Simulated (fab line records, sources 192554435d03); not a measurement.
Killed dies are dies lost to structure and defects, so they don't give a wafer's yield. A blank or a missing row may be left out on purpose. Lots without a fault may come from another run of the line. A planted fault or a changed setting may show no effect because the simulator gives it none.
Split-lot experiment | flow n5_finfet | 7 lots, 39 wafers read, on a route of 1938 steps

THE SPLIT
At N5_SD_EPI_N_LINER_46 (material SiNx, target thk 3 nm), the setting target_thk_a was moved away from the recipe's 30 angstrom on 9 of the 39 wafers read, by -13.5% to +14.9%. The other wafers ran this setting at the recipe's value.

The reading is taken at the split's own step.

THE READING
SiNx_of_SD_EPI_N_LINER_46.thk_nm (the simulator's own value, which no gauge read), in nm, at N5_SD_EPI_N_LINER_46 (material SiNx, target thk 3 nm). The file gives no usual value for it.

wafer  | tool, chamber at the split | target_thk_a as run, angstrom | against the recipe | SiNx_of_SD_EPI_N_LINER_46.thk_nm, nm | against lot-mates on the recipe
L074.1 | ald_sin-01, 0,2,3          | 30                            | recipe             | 3                                    | -
L074.5 | ald_sin-01, 0,2,3          | 30                            | recipe             | 3                                    | -
L074.6 | ald_sin-01, 0,2,3          | 30                            | recipe             | 3                                    | -
L077.1 | ald_sin-01, 1,3,1          | 25.96                         | -13.5%             | 2.6                                  | -0.4
L077.3 | ald_sin-01, 1,3,1          | 25.96                         | -13.5%             | 2.6                                  | -0.4
L077.5 | ald_sin-01, 1,3,1          | 25.96                         | -13.5%             | 2.6                                  | -0.4
L077.2 | ald_sin-01, 0,2,0          | 30                            | recipe             | 3                                    | -
L077.4 | ald_sin-01, 0,2,0          | 30                            | recipe             | 3                                    | -
L077.6 | ald_sin-01, 0,2,0          | 30                            | recipe             | 3                                    | -
L078.1 | ald_sin-03, 3,1,2,2,1,3    | 30                            | recipe             | 3                                    | -
L078.2 | ald_sin-03, 3,1,2,2,1,3    | 30                            | recipe             | 3                                    | -
L078.3 | ald_sin-03, 3,1,2,2,1,3    | 30                            | recipe             | 3                                    | -
L078.4 | ald_sin-03, 3,1,2,2,1,3    | 30                            | recipe             | 3                                    | -
L078.5 | ald_sin-03, 3,1,2,2,1,3    | 30                            | recipe             | 3                                    | -
L078.6 | ald_sin-03, 3,1,2,2,1,3    | 30                            | recipe             | 3                                    | -
L084.1 | ald_sin-01, 3,1,0,2,1,2    | 30                            | recipe             | 3                                    | -
L084.2 | ald_sin-01, 3,1,0,2,1,2    | 30                            | recipe             | 3                                    | -
L084.3 | ald_sin-01, 3,1,0,2,1,2    | 30                            | recipe             | 3                                    | -
L084.4 | ald_sin-01, 3,1,0,2,1,2    | 30                            | recipe             | 3                                    | -
L084.5 | ald_sin-01, 3,1,0,2,1,2    | 30                            | recipe             | 3                                    | -
L084.6 | ald_sin-01, 3,1,0,2,1,2    | 30                            | recipe             | 3                                    | -
L086.1 | ald_sin-04, 3,2,2          | 34.48                         | +14.9%             | 3.4                                  | +0.4
L086.3 | ald_sin-04, 3,2,2          | 34.48                         | +14.9%             | 3.4                                  | +0.4
L086.5 | ald_sin-04, 3,2,2          | 34.48                         | +14.9%             | 3.4                                  | +0.4
L086.2 | ald_sin-04, 0,1,3          | 30                            | recipe             | 3                                    | -
L086.4 | ald_sin-04, 0,1,3          | 30                            | recipe             | 3                                    | -
L086.6 | ald_sin-04, 0,1,3          | 30                            | recipe             | 3                                    | -
L089.1 | ald_sin-01, 1,0,3,2,3,2    | 30                            | recipe             | 3                                    | -
L089.2 | ald_sin-01, 1,0,3,2,3,2    | 30                            | recipe             | 3                                    | -
L089.3 | ald_sin-01, 1,0,3,2,3,2    | 30                            | recipe             | 3                                    | -
L089.4 | ald_sin-01, 1,0,3,2,3,2    | 30                            | recipe             | 3                                    | -
L089.5 | ald_sin-01, 1,0,3,2,3,2    | 30                            | recipe             | 3                                    | -
L089.6 | ald_sin-01, 1,0,3,2,3,2    | 30                            | recipe             | 3                                    | -
L095.1 | ald_sin-01, 1,3,0          | 30                            | recipe             | 3                                    | -
L095.4 | ald_sin-01, 1,3,0          | 30                            | recipe             | 3                                    | -
L095.6 | ald_sin-01, 1,3,0          | 30                            | recipe             | 3                                    | -
L095.2 | ald_sin-01, 0,2,1          | 31.56                         | +5.2%              | 3.2                                  | +0.2
L095.3 | ald_sin-01, 0,2,1          | 31.56                         | +5.2%              | 3.2                                  | +0.2
L095.5 | ald_sin-01, 0,2,1          | 31.56                         | +5.2%              | 3.2                                  | +0.2
Where a row lists several chambers, the file gives one row for several wafers and doesn't say which wafer went through which chamber.

THE FIT
A straight line over all 39 wafers: SiNx_of_SD_EPI_N_LINER_46.thk_nm changes by +0.0287 nm for each +1% of target_thk_a; r = +0.99; the points scatter about the line by 0.017 nm.
The same after taking each lot's own level away (the mean of its wafers on the recipe; 39 wafers): +0.0287 nm for each +1%; r = +0.99; scatter 0.017 nm.
On that fit, the largest move of target_thk_a shifts the reading by 0.43 nm.
The lots' own levels span 3.00 to 3.00 nm.
So the lot-to-lot level changes the slope little: the two slopes agree.
Check: with one of the wafers moved furthest among these (+14.9%) left out of the fit, the line predicts +0.437 nm for it against its lot-mates. It came out at +0.4 nm against them.

OTHER SPLITS ON THESE WAFERS
These wafers also went through other splits before the reading. Each is held against what the fit with the lots' levels taken away leaves over:
other split on the same wafers     | wafers away from the commonest value | r with SiNx_of_SD_EPI_N_LINER_46.thk_nm (lot level and that fit taken away)
N5_FIN_SAQP_ALD_61 temp_c          | 15                                   | +0.34
N5_FIN_SAQP_HM_DEP_03 target_thk_a | 18                                   | -0.12
N5_FIN_SAQP_SPACER2_ALD_28 temp_c  | 15                                   | -0.04

THE FILE'S OWN FIT
SiNx_of_SD_EPI_N_LINER_46.thk_nm changes by +0.0287 nm for each +1% of target_thk_a, r = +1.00.
